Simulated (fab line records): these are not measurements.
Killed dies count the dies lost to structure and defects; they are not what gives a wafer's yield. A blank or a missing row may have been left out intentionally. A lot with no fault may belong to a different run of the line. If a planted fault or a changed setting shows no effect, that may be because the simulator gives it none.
Chamber matching + flow n5_finfet + N5_BEOL_M14_DESCUM_33 on rie_diel-01: 4 sister chambers
The step chemistry O2, time 7.9 s. 14 wafers are shown with their chamber, then 7 later ones without.

## EACH WAFER AND ITS CHAMBER
| wafer  | chamber | showerhead_plenum_p_Torr (Torr) | drypump_motor_current_A (A) | throttle_valve_pct (%) |
|--------|---------|---------------------------------|-----------------------------|------------------------|
| L080.1 | 1       | 2.09                            | 6.4                         | 20.03                  |
| L080.3 | 3       | 2.06                            | 5.4                         | 20.28                  |
| L080.4 | 2       | 2.04                            | 5.3                         | 20.24                  |
| L086.1 | 1       | 2.09                            | 6.4                         | 20.07                  |
| L086.2 | 2       | 2.04                            | 5.3                         | 20.23                  |
| L086.5 | 2       | 2.04                            | 5.3                         | 20.26                  |
| L088.2 | 2       | 2.04                            | 5.3                         | 20.25                  |
| L088.3 | 0       | 2.14                            | 6.7                         | 20.33                  |
| L088.5 | 1       | 2.09                            | 6.4                         | 20.05                  |
| L087.3 | 1       | 2.09                            | 6.5                         | 20.05                  |
| L087.4 | 3       | 2.06                            | 5.5                         | 20.29                  |
| L087.6 | 1       | 2.09                            | 6.4                         | 20.05                  |
| L089.1 | 3       | 2.05                            | 5.5                         | 20.30                  |
| L089.2 | 0       | 2.14                            | 6.7                         | 20.34                  |

SIGNATURES (averages over the wafers above)
| reading                  | chamber 0 | chamber 1 | chamber 2 | chamber 3 | scatter within a chamber |
|--------------------------|-----------|-----------|-----------|-----------|--------------------------|
| showerhead_plenum_p_Torr | 2.1400    | 2.0900    | 2.0400    | 2.0567    | 0.00258                  |
| drypump_motor_current_A  | 6.700     | 6.420     | 5.300     | 5.467     | 0.0383                   |
| throttle_valve_pct       | 20.3350   | 20.0500   | 20.2450   | 20.2900   | 0.0124                   |
Rule: distance of a wafer from a chamber = root of the sum over the readings of ((wafer's reading minus chamber's mean) / reading's scatter) squared. The wafer belongs to the nearest chamber; if the next one is less than 2 further off, it can't be placed. How the scatter is found: for the shown wafers, subtract from each reading the mean of its chamber, square and add these, divide the total by (wafers less chambers), then take the root.

## WAFERS WITH NO CHAMBER GIVEN
| wafer  | showerhead_plenum_p_Torr (Torr) | drypump_motor_current_A (A) | throttle_valve_pct (%) |
|--------|---------------------------------|-----------------------------|------------------------|
| L089.4 | 2.09                            | 6.4                         | 20.05                  |
| L090.3 | 2.09                            | 6.4                         | 20.06                  |
| L090.4 | 2.03                            | 5.3                         | 20.26                  |
| L090.6 | 2.03                            | 5.3                         | 20.27                  |
| L095.1 | 2.08                            | 6.4                         | 20.08                  |
| L095.3 | 2.05                            | 5.5                         | 20.32                  |
| L095.4 | 2.03                            | 5.3                         | 20.29                  |

## WHICH CHAMBER EACH ONE RAN IN
| wafer  | from the rows above | in truth |
|--------|---------------------|----------|
| L089.4 | 1                   | 1        |
| L090.3 | 1                   | 1        |
| L090.4 | 2                   | 2        |
| L090.6 | 2                   | 2        |
| L095.1 | 1                   | 1        |
| L095.3 | 3                   | 3        |
| L095.4 | 2                   | 2        |
Placed correctly: 7 of 7. From these rows, 0 cannot be placed. Placed wrongly: 0.
